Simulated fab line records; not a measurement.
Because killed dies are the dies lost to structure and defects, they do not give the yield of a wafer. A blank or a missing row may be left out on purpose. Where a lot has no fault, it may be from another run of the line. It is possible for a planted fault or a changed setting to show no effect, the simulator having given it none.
fab line records + flow n5-finfet
[record]
- lots = 6
- wafers = 18
- last-day = 18
route steps=1938 shown MOL_CONTACT_COAG@583 PASSIVATION@1936
lots that met no fault: from a run of the same line without faults
start-h: start of the lot's first displayed wafer, in hours after the record's first day + wait-h: hours elapsed since this lot's preceding step + " as in the row above + L1.1+2: several wafers, shown together as one row + - no value present, or no start provided + * or withheld: withheld + < > ~ a bound
route shown NAME@n: NAME is a module with steps in the file, n the number in the route of the first one + usual: average and standard deviation across the fault-free wafers + same: alike in all rows + chamber/n: place in a boat + sites: readings site by site + _std_site: standard deviation of those values + _edge_site: inner sites' mean taken away from outer sites' mean + radius-mm: how far each site lies from the wafer's centre + mask NAME#n: copy n + behind: the tool/chamber that last shaped the wafer + hold: reason for holding the lot/hours on hold/outcome of the hold + device: names the non-switching transistor (n, p or np) + end of line: at the end of the route, the tests of the same wafers + for a step that has no rows: nothing shown but its recipe + killed: not the wafer's yield, but the dies lost to structure and defects at the first sort + map: a wafer's dies, x killed, . not, _ none there
set.NAME: the run value of the setting; set.NAME@STEP: its run value at that earlier step + model.NAME: the simulator's own value behind a step, which no gauge read
lots at some steps of the route; a table a step, a row a wafer
services: when a tool's chamber went out of use (start-h, in hours from the record's first day, below 0 if earlier), for how many hours, and the reason
[[steps]]
[step N5_MOL_CONTACT_COAG_STRIP_93]
[recipe]
- chemistry = N2/H2
- temp-c = 40
- n2-flow-sccm = 200
- h2-flow-sccm = 200
- rf-frequency-hz = 6e+07
[step N5_MOL_CONTACT_COAG_ETCHBACK_135]
[recipe]
- chemistry = CHF3
- target = SiO2
- target-depth-a = 250
- time-s = 16.7
- ion-energy-ev = 200
- pressure-mtorr = 30
- source-w = 610
- bias-w = 170
- Ar_flow_sccm = 200
- CHF3_flow_sccm = 50
[usual]
- drypump-motor-current-A = 5.4/0.48
- oes-product-au = 0.81/0.068
- rf-fwd-power-W = 597.7/2.9
- rf-vpp-V = 530/9.9
- showerhead-plenum-p-Torr = 2.43/0.083
- throttle-valve-pct = 18.71/0.23
| lot.wafer | tool        | chamber | start-h | wait-h | drypump-motor-current-A | oes-product-au | rf-fwd-power-W | rf-hours-counter-h | rf-vpp-V | showerhead-plenum-p-Torr | throttle-valve-pct |
|-----------|-------------|---------|---------|--------|-------------------------|----------------|----------------|--------------------|----------|--------------------------|--------------------|
| L985.4    | rie-diel-02 | 3       | 100.97  | 0.0    | 5.2                     | 0.80           | 598.9          | 107                | 524      | 2.40                     | 18.74              |
| L985.5    | "           | 2       | "       | "      | 6.4                     | 0.88           | 600.6          | -                  | 517      | 2.54                     | 18.74              |
| L985.6    | "           | 3       | "       | "      | 5.2                     | 0.80           | 599.6          | -                  | 523      | 2.40                     | 18.74              |
| L991.3    | rie-diel-02 | 0       | 144.15  | 0.0    | 4.9                     | 0.78           | 595.3          | 146                | 542      | 2.35                     | 18.47              |
| L991.4    | "           | 1       | "       | "      | 5.0                     | 0.80           | 601.4          | -                  | 526      | 2.53                     | 18.77              |
| L991.6    | "           | 3       | "       | "      | 5.2                     | 0.78           | 599.5          | -                  | 524      | 2.39                     | 18.78              |
| L992.1    | rie-diel-01 | 2       | 144.50  | 0.0    | 5.2                     | 0.80           | 597.0          | 71                 | 534      | 2.40                     | 18.27              |
| L992.4    | "           | 3       | "       | "      | 5.7                     | 0.79           | 595.2          | 103                | 520      | 2.41                     | 19.04              |
| L992.6    | "           | 0       | "       | "      | 6.1                     | 0.70           | 602.0          | -                  | 536      | 2.24                     | 18.95              |
| L993.2    | rie-diel-05 | 3       | 148.34  | 0.0    | 5.1                     | 0.85           | 593.2          | 68                 | 537      | 2.40                     | 18.71              |
| L993.3    | "           | 0       | "       | "      | 5.4                     | 0.93           | 594.1          | 39                 | 515      | 2.33                     | 18.81              |
| L993.5    | "           | 0       | "       | "      | 5.4                     | 0.93           | 596.1          | -                  | 516      | 2.33                     | 18.81              |
| L102.2    | rie-diel-01 | 2       | 209.75  | 0.0    | 5.1                     | 0.79           | 598.6          | 97                 | 536      | 2.39                     | 18.32              |
| L102.3    | "           | 3       | "       | "      | 5.7                     | 0.75           | 596.7          | 130                | 520      | 2.40                     | 19.08              |
| L102.4    | "           | 1       | "       | "      | 5.7                     | 0.86           | 596.1          | -                  | 541      | 2.52                     | 18.95              |
| L107.2    | rie-diel-05 | 0       | 239.35  | 0.0    | 5.4                     | 0.86           | 593.5          | 77                 | 516      | 2.32                     | 18.87              |
| L107.3    | "           | 3       | "       | "      | 5.1                     | 0.81           | 596.1          | 104                | 537      | 2.38                     | 18.77              |
| L107.5    | "           | 2       | "       | "      | 5.2                     | 0.96           | 596.1          | -                  | 527      | 2.42                     | 18.29              |
[step N5_MOL_CONTACT_COAG_STRIP_118]
[recipe]
- chemistry = CHF3
- resist = SiARC
- rf-frequency-hz = 6e+07
[step N5_MOL_CONTACT_COAG_VIA_ETCH_46]
[recipe]
- chemistry = C4F6/O2
- target-depth-a = 460
- overetch-a = 92
- mask-material = SOC
- target = SiO2
- bias-w = 455
- pressure-mtorr = 10
- time-s = 40
- source-w = 325
- Ar_flow_sccm = 300
- C4F6_flow_sccm = 10
- O2_flow_sccm = 10
- ion-energy-ev = 575.3
- ends = end-point
[usual]
- drypump-motor-current-A = 5.4/0.47
- oes-product-au = 0.73/0.056
- rf-fwd-power-W = 322.7/1
- rf-vpp-V = 1602/28
- showerhead-plenum-p-Torr = 2.90/0.099
- throttle-valve-pct = 41.0/0.48
| lot.wafer | tool        | chamber | start-h | wait-h | drypump-motor-current-A | oes-product-au | rf-fwd-power-W | rf-hours-counter-h | rf-vpp-V | showerhead-plenum-p-Torr | throttle-valve-pct |
|-----------|-------------|---------|---------|--------|-------------------------|----------------|----------------|--------------------|----------|--------------------------|--------------------|
| L985.4    | rie-diel-02 | 3       | 101.00  | 0.0    | 5.2                     | 0.70           | 322.4          | 107                | 1585     | 2.86                     | 40.5               |
| L985.5    | "           | 2       | "       | "      | 6.4                     | 0.79           | 321.3          | -                  | 1567     | 3.04                     | 41.2               |
| L985.6    | "           | 3       | "       | "      | 5.2                     | 0.71           | 321.2          | -                  | 1586     | 2.87                     | 40.5               |
| L991.3    | rie-diel-02 | 0       | 144.18  | 0.0    | 4.9                     | 0.70           | 321.5          | 146                | 1637     | 2.81                     | 40.9               |
| L991.4    | "           | 1       | "       | "      | 5.0                     | 0.75           | 322.0          | -                  | 1594     | 3.01                     | 41.6               |
| L991.6    | "           | 3       | "       | "      | 5.2                     | 0.70           | 324.3          | -                  | 1584     | 2.86                     | 40.6               |
| L992.1    | rie-diel-01 | 2       | 144.54  | 0.0    | 5.2                     | 0.73           | 322.1          | 71                 | 1615     | 2.86                     | 40.5               |
| L992.4    | "           | 3       | "       | "      | 5.7                     | 0.70           | 321.6          | 103                | 1574     | 2.87                     | 41.1               |
| L992.6    | "           | 0       | "       | "      | 6.0                     | 0.63           | 324.6          | -                  | 1620     | 2.67                     | 41.1               |
| L993.2    | rie-diel-05 | 3       | 148.37  | 0.0    | 5.1                     | 0.76           | 321.5          | 68                 | 1625     | 2.86                     | 40.8               |
| L993.3    | "           | 0       | "       | "      | 5.4                     | 0.79           | 322.1          | 39                 | 1563     | 2.78                     | 41.6               |
| L993.5    | "           | 0       | "       | "      | 5.4                     | 0.81           | 322.5          | -                  | 1564     | 2.78                     | 41.7               |
| L102.2    | rie-diel-01 | 2       | 209.79  | 0.0    | 5.2                     | 0.71           | 321.6          | 97                 | 1615     | 2.85                     | 40.5               |
| L102.3    | "           | 3       | "       | "      | 5.7                     | 0.68           | 322.2          | 130                | 1575     | 2.86                     | 41.2               |
| L102.4    | "           | 1       | "       | "      | 5.7                     | 0.77           | 322.4          | -                  | 1630     | 3.01                     | 41.3               |
| L107.2    | rie-diel-05 | 0       | 239.38  | 0.0    | 5.4                     | 0.75           | 322.3          | 77                 | 1562     | 2.76                     | 41.7               |
| L107.3    | "           | 3       | "       | "      | 5.1                     | 0.73           | 322.3          | 104                | 1624     | 2.85                     | 40.8               |
| L107.5    | "           | 2       | "       | "      | 5.2                     | 0.86           | 321.4          | -                  | 1595     | 2.89                     | 40.4               |
[step N5_MOL_CONTACT_COAG_STRIP_96]
[recipe]
- chemistry = N2/H2
- power-w = 500
- temp-c = 40
- pressure-mtorr = 50
- rf-frequency-hz = 6e+07
- overash-fraction = 0.3
- bias-power-w = 28
- h2-frac = 0.5
- n2-flow-sccm = 300
- h2-flow-sccm = 300
[usual]
- drypump-motor-current-A = 5.5/0.48
- oes-product-au = 0.81/0.068
- rf-vpp-V = 122.2/1.2
- showerhead-plenum-p-Torr = 3.44/0.1
- throttle-valve-pct = 19.0/0.42
| lot.wafer | tool        | chamber | start-h | wait-h | drypump-motor-current-A | oes-product-au | rf-hours-counter-h | rf-vpp-V | showerhead-plenum-p-Torr | throttle-valve-pct |
|-----------|-------------|---------|---------|--------|-------------------------|----------------|--------------------|----------|--------------------------|--------------------|
| L985.4    | rie-diel-02 | 3       | 101.07  | 0.0    | 5.2                     | 0.77           | 107                | 123.9    | 3.40                     | 19.0               |
| L985.5    | "           | 2       | "       | "      | 6.4                     | 0.89           | -                  | 121.5    | 3.52                     | 18.4               |
| L985.6    | "           | 3       | "       | "      | 5.2                     | 0.77           | -                  | 120.1    | 3.40                     | 19.0               |
| L991.3    | rie-diel-02 | 0       | 144.25  | 0.0    | 4.9                     | 0.78           | 146                | 124.5    | 3.38                     | 19.1               |
| L991.4    | "           | 1       | "       | "      | 5.0                     | 0.80           | -                  | 121.3    | 3.55                     | 19.0               |
| L991.6    | "           | 3       | "       | "      | 5.2                     | 0.76           | -                  | 121.6    | 3.39                     | 19.1               |
| L992.1    | rie-diel-01 | 2       | 144.60  | 0.0    | 5.2                     | 0.82           | 71                 | 122.7    | 3.41                     | 18.6               |
| L992.4    | "           | 3       | "       | "      | 5.7                     | 0.79           | 103                | 122.2    | 3.38                     | 19.6               |
| L992.6    | "           | 0       | "       | "      | 6.1                     | 0.69           | -                  | 120.9    | 3.19                     | 19.3               |
| L993.2    | rie-diel-05 | 3       | 148.44  | 0.0    | 5.1                     | 0.87           | 68                 | 124.0    | 3.44                     | 19.7               |
| L993.3    | "           | 0       | "       | "      | 5.4                     | 0.90           | 39                 | 122.2    | 3.26                     | 19.3               |
| L993.5    | "           | 0       | "       | "      | 5.4                     | 0.91           | -                  | 121.8    | 3.26                     | 19.3               |
| L102.2    | rie-diel-01 | 2       | 209.85  | 0.0    | 5.2                     | 0.79           | 97                 | 122.4    | 3.40                     | 18.6               |
| L102.3    | "           | 3       | "       | "      | 5.8                     | 0.76           | 130                | 121.6    | 3.36                     | 19.6               |
| L102.4    | "           | 1       | "       | "      | 5.7                     | 0.87           | -                  | 122.9    | 3.57                     | 19.5               |
| L107.2    | rie-diel-05 | 0       | 239.45  | 0.0    | 5.4                     | 0.84           | 77                 | 122.3    | 3.24                     | 19.3               |
| L107.3    | "           | 3       | "       | "      | 5.1                     | 0.83           | 104                | 123.5    | 3.42                     | 19.7               |
| L107.5    | "           | 2       | "       | "      | 5.1                     | 0.95           | -                  | 122.5    | 3.46                     | 18.9               |
[step N5_MOL_CONTACT_COAG_ETCH_47]
[recipe]
- chemistry = CH3F/O2
- target = SiNx
- target-depth-a = 270
- mask-material = SiO2
- stop-on = W
- over-etch-frac = 0.2
- ion-energy-ev = 120
- endpoint = OES-CN
- pressure-mtorr = 30
- source-w = 395
- bias-w = 73
- Ar_flow_sccm = 150
- CH3F_flow_sccm = 30
- O2_flow_sccm = 20
- ends = end-point
[usual]
- drypump-motor-current-A = 5.4/0.48
- etch-rf-on-time-s = 31.3/0.95
- oes-product-au = 0.72/0.059
- rf-fwd-power-W = 386.1/1.6
- rf-vpp-V = 300/5.7
- showerhead-plenum-p-Torr = 2.04/0.072
- throttle-valve-pct = 16.32/0.21
| lot.wafer | tool        | chamber | start-h | wait-h | drypump-motor-current-A | etch-rf-on-time-s | oes-product-au | rf-fwd-power-W | rf-hours-counter-h | rf-vpp-V | showerhead-plenum-p-Torr | throttle-valve-pct |
|-----------|-------------|---------|---------|--------|-------------------------|-------------------|----------------|----------------|--------------------|----------|--------------------------|--------------------|
| L985.4    | rie-diel-02 | 3       | 101.11  | 0.0    | 5.2                     | 30.3              | 0.71           | 383.4          | 107                | 299      | 2.02                     | 16.39              |
| L985.5    | "           | 2       | "       | "      | 6.3                     | 31.1              | 0.79           | 385.8          | -                  | 293      | 2.14                     | 16.31              |
| L985.6    | "           | 3       | "       | "      | 5.2                     | 30.1              | 0.71           | 382.7          | -                  | 297      | 2.02                     | 16.40              |
| L991.3    | rie-diel-02 | 0       | 144.29  | 0.0    | 4.9                     | 30.8              | 0.69           | 387.4          | 146                | 307      | 1.98                     | 16.18              |
| L991.4    | "           | 1       | "       | "      | 5.0                     | 32.2              | 0.72           | 388.1          | -                  | 298      | 2.12                     | 16.33              |
| L991.6    | "           | 3       | "       | "      | 5.2                     | 29.7              | 0.71           | 383.9          | -                  | 298      | 2.01                     | 16.43              |
| L992.1    | rie-diel-01 | 2       | 144.64  | 0.0    | 5.2                     | 33.2              | 0.71           | 385.2          | 71                 | 304      | 2.01                     | 15.89              |
| L992.4    | "           | 3       | "       | "      | 5.7                     | 31.6              | 0.70           | 386.7          | 103                | 295      | 2.02                     | 16.61              |
| L992.6    | "           | 0       | "       | "      | 6.0                     | 31.3              | 0.63           | 388.2          | -                  | 302      | 1.87                     | 16.52              |
| L993.2    | rie-diel-05 | 3       | 148.48  | 0.0    | 5.1                     | 31.0              | 0.77           | 384.0          | 68                 | 305      | 2.02                     | 16.33              |
| L993.3    | "           | 0       | "       | "      | 5.4                     | 29.7              | 0.82           | 384.3          | 39                 | 296      | 1.96                     | 16.36              |
| L993.5    | "           | 0       | "       | "      | 5.4                     | 29.7              | 0.82           | 385.8          | -                  | 293      | 1.96                     | 16.37              |
| L102.2    | rie-diel-01 | 2       | 209.89  | 0.0    | 5.2                     | 32.7              | 0.70           | 385.0          | 97                 | 305      | 2.01                     | 15.96              |
| L102.3    | "           | 3       | "       | "      | 5.7                     | 32.4              | 0.66           | 384.9          | 130                | 295      | 2.01                     | 16.67              |
| L102.4    | "           | 1       | "       | "      | 5.7                     | 31.2              | 0.77           | 386.8          | -                  | 307      | 2.13                     | 16.54              |
| L107.2    | rie-diel-05 | 0       | 239.49  | 0.0    | 5.4                     | 29.9              | 0.77           | 387.6          | 77                 | 292      | 1.94                     | 16.43              |
| L107.3    | "           | 3       | "       | "      | 5.1                     | 30.9              | 0.73           | 384.1          | 104                | 305      | 2.01                     | 16.39              |
| L107.5    | "           | 2       | "       | "      | 5.1                     | 30.9              | 0.86           | 383.3          | -                  | 300      | 2.04                     | 15.92              |
[step N5_MOL_CONTACT_COAG_STRIP_119]
[recipe]
- chemistry = N2/H2
- time-s = 30
- power-w = 1000
- temp-c = 250
- pressure-mtorr = withheld
- n2-flow-sccm = 1750
- h2-flow-sccm = 3250
[usual]
- drypump-motor-current-A = 5.7/0.32
- heater-power-w = 354/11
| lot.wafer | tool            | chamber | start-h | wait-h | drypump-motor-current-A | heater-power-w | rf-hours-counter-h |
|-----------|-----------------|---------|---------|--------|-------------------------|----------------|--------------------|
| L985.4    | plasma-asher-01 | 0       | 101.21  | 0.1    | 5.3                     | 363            | -                  |
| L985.5    | "               | 0       | "       | "      | 5.3                     | 365            | -                  |
| L985.6    | "               | 1       | "       | "      | 5.4                     | 357            | -                  |
| L991.3    | plasma-asher-01 | 1       | 144.39  | 0.1    | 5.5                     | 361            | -                  |
| L991.4    | "               | 0       | "       | "      | 5.3                     | 372            | -                  |
| L991.6    | "               | 0       | "       | "      | 5.3                     | 363            | -                  |
| L992.1    | plasma-asher-01 | 1       | 144.72  | 0.1    | 5.5                     | 361            | 90                 |
| L992.4    | "               | 1       | "       | "      | 5.5                     | 366            | -                  |
| L992.6    | "               | 0       | "       | "      | 5.3                     | 365            | -                  |
| L993.2    | plasma-asher-01 | 1       | 148.56  | 0.1    | 5.5                     | 361            | 91                 |
| L993.3    | "               | 1       | "       | "      | 5.5                     | 364            | -                  |
| L993.5    | "               | 1       | "       | "      | 5.4                     | 365            | -                  |
| L102.2    | plasma-asher-02 | 1       | 209.97  | 0.1    | 6.1                     | 361            | 63                 |
| L102.3    | "               | 1       | "       | "      | 6.2                     | 362            | -                  |
| L102.4    | "               | 0       | "       | "      | 5.7                     | 340            | -                  |
| L107.2    | plasma-asher-01 | 1       | 239.91  | 0.4    | 5.5                     | 356            | 111                |
| L107.3    | "               | 0       | "       | "      | 5.3                     | 359            | -                  |
| L107.5    | "               | 0       | "       | "      | 5.3                     | 358            | -                  |
[step N5_MOL_CONTACT_COAG_PRECLEAN_144]
[recipe]
- chemistry = alkaline-clean
- temp-c = 60
- time-s = 60
- do-ppb = 50
[step N5_MOL_CONTACT_COAG_SRD_145]
[recipe]
- dry = ipa-marangoni
- time-s = 30
- temp-c = 23
- rinse-liquid = diw
[step N5_MOL_CONTACT_COAG_CD_MEAS_137]
[recipe]
- target-cd-nm = 16
[usual]
- cd-nm = 15.8/0.47
| lot.wafer | tool      | chamber | start-h | wait-h | cd-nm |
|-----------|-----------|---------|---------|--------|-------|
| L985.4    | cd-sem-02 | -       | 101.34  | 0.0    | 15.6  |
| L985.5    | "         | -       | "       | "      | 16.0  |
| L985.6    | "         | -       | "       | "      | 15.2  |
| L991.3    | cd-sem-01 | -       | 144.52  | 0.0    | 16.1  |
| L991.4    | "         | -       | "       | "      | 15.5  |
| L991.6    | "         | -       | "       | "      | 14.7  |
| L992.1    | cd-sem-03 | -       | 144.87  | 0.0    | 15.7  |
| L992.4    | "         | -       | "       | "      | 15.0  |
| L992.6    | "         | -       | "       | "      | 16.4  |
| L993.2    | cd-sem-01 | -       | 148.70  | 0.0    | 16.5  |
| L993.3    | "         | -       | "       | "      | 16.4  |
| L993.5    | "         | -       | "       | "      | 16.3  |
| L102.2    | cd-sem-03 | -       | 210.12  | 0.0    | 15.4  |
| L102.3    | "         | -       | "       | "      | 15.1  |
| L102.4    | "         | -       | "       | "      | 15.7  |
| L107.2    | cd-sem-01 | -       | 240.06  | 0.0    | 16.0  |
| L107.3    | "         | -       | "       | "      | 16.3  |
| L107.5    | "         | -       | "       | "      | 15.9  |
[step N5_MOL_CONTACT_COAG_COAT_62]
[recipe]
- resist = SOC
- temp-c = 250
- time-s = 60
- spin-rpm = 1500
- resist-thk-nm = 60
[step N5_MOL_CONTACT_COAG_COAT_63]
[recipe]
- resist = SiARC
- temp-c = 220
- time-s = 60
- spin-rpm = 1500
- resist-thk-nm = 10
[step N5_MOL_CONTACT_COAG_COAT_64]
[recipe]
- resist = underlayer
- temp-c = 205
- time-s = 60
- spin-rpm = 1500
- resist-thk-nm = 10
[usual]
- chill-plate-temp-C = 23.04/0.12
- heater-power-total-W = 391.6/1.3
- plate-temp-C = 204.96/0.17
| lot.wafer | tool           | chamber | start-h | wait-h | chill-plate-temp-C | heater-power-total-W | plate-temp-C |
|-----------|----------------|---------|---------|--------|--------------------|----------------------|--------------|
| L985.4    | litho-track-04 | 0       | 101.38  | -      | 23.07              | 390.6                | 205.09       |
| L985.5    | "              | 0       | "       | "      | 23.31              | 390.6                | 205.36       |
| L985.6    | "              | 0       | "       | "      | 23.15              | 393.8                | 204.96       |
| L991.3    | litho-track-04 | 0       | 144.56  | -      | 23.21              | 392.8                | 205.11       |
| L991.4    | "              | 0       | "       | "      | 23.04              | 391.1                | 204.81       |
| L991.6    | "              | 0       | "       | "      | 23.15              | 392.6                | 204.93       |
| L992.1    | litho-track-04 | 0       | 144.91  | -      | 23.02              | 380.4                | 201.11       |
| L992.4    | "              | 0       | "       | "      | 22.89              | 380.3                | 200.88       |
| L992.6    | "              | 0       | "       | "      | 22.91              | 384.1                | 201.08       |
| L993.2    | litho-track-04 | 0       | 148.74  | -      | 23.09              | 383.0                | 201.06       |
| L993.3    | "              | 0       | "       | "      | 23.33              | 384.7                | 200.69       |
| L993.5    | "              | 0       | "       | "      | 23.12              | 383.5                | 200.85       |
| L102.2    | litho-track-01 | 0       | 210.16  | -      | 22.80              | 393.0                | 204.77       |
| L102.3    | "              | 0       | "       | "      | 22.94              | 392.8                | 204.99       |
| L102.4    | "              | 0       | "       | "      | 22.84              | 393.2                | 205.11       |
| L107.2    | litho-track-04 | 0       | 240.10  | -      | 23.04              | 393.3                | 204.81       |
| L107.3    | "              | 0       | "       | "      | 22.97              | 390.2                | 205.06       |
| L107.5    | "              | 0       | "       | "      | 23.02              | 389.9                | 205.05       |
[step N5_MOL_CONTACT_COAG_COAT_34]
[recipe]
- resist = CAR-EUV
- spin-rpm = 1500
- resist-thk-nm = 40
[step N5_PASSIVATION_PROBE_49]
[usual]
- killed_at_M0_to_M3 = 34/10
- killed_at_M4_up = 13/5.4
- killed-at-contacts = 13/6
- killed-at-front-end = 42/13
- killed-at-other = 4/3.2
- killed-dies = 107/18
- killed-open = 69/14
- killed-short = 35/7.7
[same]
- gross-dies = 1180
- killed-at-back-side = 0
| lot.wafer | tool      | chamber | start-h | wait-h | killed_at_M0_to_M3 | killed_at_M4_up | killed-at-contacts | killed-at-front-end | killed-at-other | killed-dies | killed-open | killed-short |
|-----------|-----------|---------|---------|--------|--------------------|-----------------|--------------------|---------------------|-----------------|-------------|-------------|--------------|
| L985.4    | prober-02 | -       | 265.85  | 0.2    | 33                 | 16              | 12                 | 53                  | 1               | 115         | 74          | 37           |
| L985.5    | prober-02 | -       | 265.90  | 0.2    | 18                 | 27              | 14                 | 30                  | 0               | 89          | 65          | 22           |
| L985.6    | prober-02 | -       | 265.95  | 0.3    | 26                 | 18              | 7                  | 33                  | 3               | 87          | 53          | 32           |
| L992.4    | prober-02 | -       | 315.73  | 0.2    | 25                 | 14              | 4                  | 73                  | 1               | 117         | 66          | 36           |
// killed by level:class
L985.4 FIN_SAQP:geometric-particle:short=17 BEOL_M2:geometric-particle:open=10 FIN_SAQP:geometric-particle:open=9 STI_FIN_REVEAL:geometric-particle:open=9 MOL_CONTACT_COAG:geometric-particle:open=8 BEOL_M4:geometric-particle:open=7 BEOL_M0:geometric-particle:open=6 BEOL_M0_SAQP:geometric-particle:short=4
L985.5 BEOL_M4:geometric-particle:open=16 MOL_CONTACT_COAG:geometric-particle:open=14 FIN_SAQP:geometric-particle:short=6 GATE_CUT:geometric-particle:open=6 GATE_CUT:geometric-particle:short=5 BEOL_M2:geometric-particle:open=5 FIN_SAQP:geometric-particle:open=4 BEOL_M5:geometric-particle:open=4
L985.6 FIN_SAQP:geometric-particle:open=11 FIN_SAQP:geometric-particle:short=9 BEOL_M0_SAQP:geometric-particle:short=8 BEOL_M4:geometric-particle:open=7 BEOL_M0:geometric-particle:open=6 MOL_CONTACT_COAG:geometric-particle:open=5 BEOL_M2:geometric-particle:open=5 STI_FIN_REVEAL:geometric-particle:open=3
L992.4 FIN_SAQP:geometric-particle:open=18 STI_FIN_REVEAL:geometric-particle:open=18 HKMG_FIN:area-etch=12 BEOL_M3:geometric-particle:open=9 STI_FIN_REVEAL:geometric-particle:short=7 BEOL_M0_SAQP:geometric-particle:short=5 FIN_SAQP:geometric-particle:short=4 GATE_CUT:geometric-particle:short=4
[[services]]
| tool            | chamber | start-h | hours | kind                          |
|-----------------|---------|---------|-------|-------------------------------|
| rie-diel-05     | -       | 112.03  | 4.3   | pm                            |
| rie-diel-02     | 2       | 136.70  | 8.8   | repair                        |
| rie-diel-02     | -       | 154.74  | 14.6  | pm                            |
| rie-diel-05     | 2       | 159.38  | 5.2   | repair                        |
| rie-diel-02     | 1       | 170.92  | 3.2   | repair                        |
| litho-track-01  | -       | 184.10  | -     | consumable-replace:filter     |
| rie-diel-05     | 2       | 185.33  | -     | clean                         |
| rie-diel-05     | 2       | 185.33  | -     | consumable-replace:focus-ring |
| rie-diel-05     | 2       | 185.33  | 22.6  | scheduled-down                |
| rie-diel-05     | 2       | 185.33  | 22.6  | vent-cycle                    |
| rie-diel-01     | 0       | 194.65  | -     | clean                         |
| rie-diel-01     | 0       | 194.65  | -     | consumable-replace:focus-ring |
| rie-diel-01     | 0       | 194.65  | -     | consumable-replace:showerhead |
| rie-diel-01     | 0       | 194.65  | 18.3  | scheduled-down                |
| rie-diel-01     | 0       | 194.65  | 18.3  | vent-cycle                    |
| rie-diel-02     | -       | 201.05  | 2.8   | pm                            |
| plasma-asher-02 | -       | 234.31  | 14.6  | pm                            |
[[key]]
[first-sign]
- step = N5_MOL_CONTACT_COAG_COAT_64
- reading = plate-temp-C
- direction = down
- sigmas = 24
- usual = *
- struck = *
[effect]
- step = N5_MOL_CONTACT_COAG_COAT_64
- reading = heater-power-total-W
- direction = down
- sigmas = 6.8
- usual = *
- struck = *
met-at N5_MOL_CONTACT_COAG_COAT_64
struck-wafers L992.1,L992.4,L992.6,L993.2,L993.3,L993.5
tester-left-out L992,L993
[baseline-loss]
- step = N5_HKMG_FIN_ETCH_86
- wafers = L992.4
onset-between 144.56 144.91
[fault]
- kind = process-parameter-drift
- tool = litho-track-04
- chamber = -
- onset-h = 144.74
- steps = N5_MOL_CONTACT_COAG_COAT_64
- channel = temp-c
- offset = *
- shape = step
- end-h = 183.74
- acts-in = *
- stated = *
// tester-left-out: of these lots the tester's yield and bins aren't shown, on N5 and GAA mostly nor the transistor test; their killed dies are dies lost to structure and defects alone, not to doping, threshold or leakage, so they don't give the yield
// baseline-loss: these wafers lose ten dies or more at that step, a loss of the line's own and not of a fault; the sort's usual values leave them out
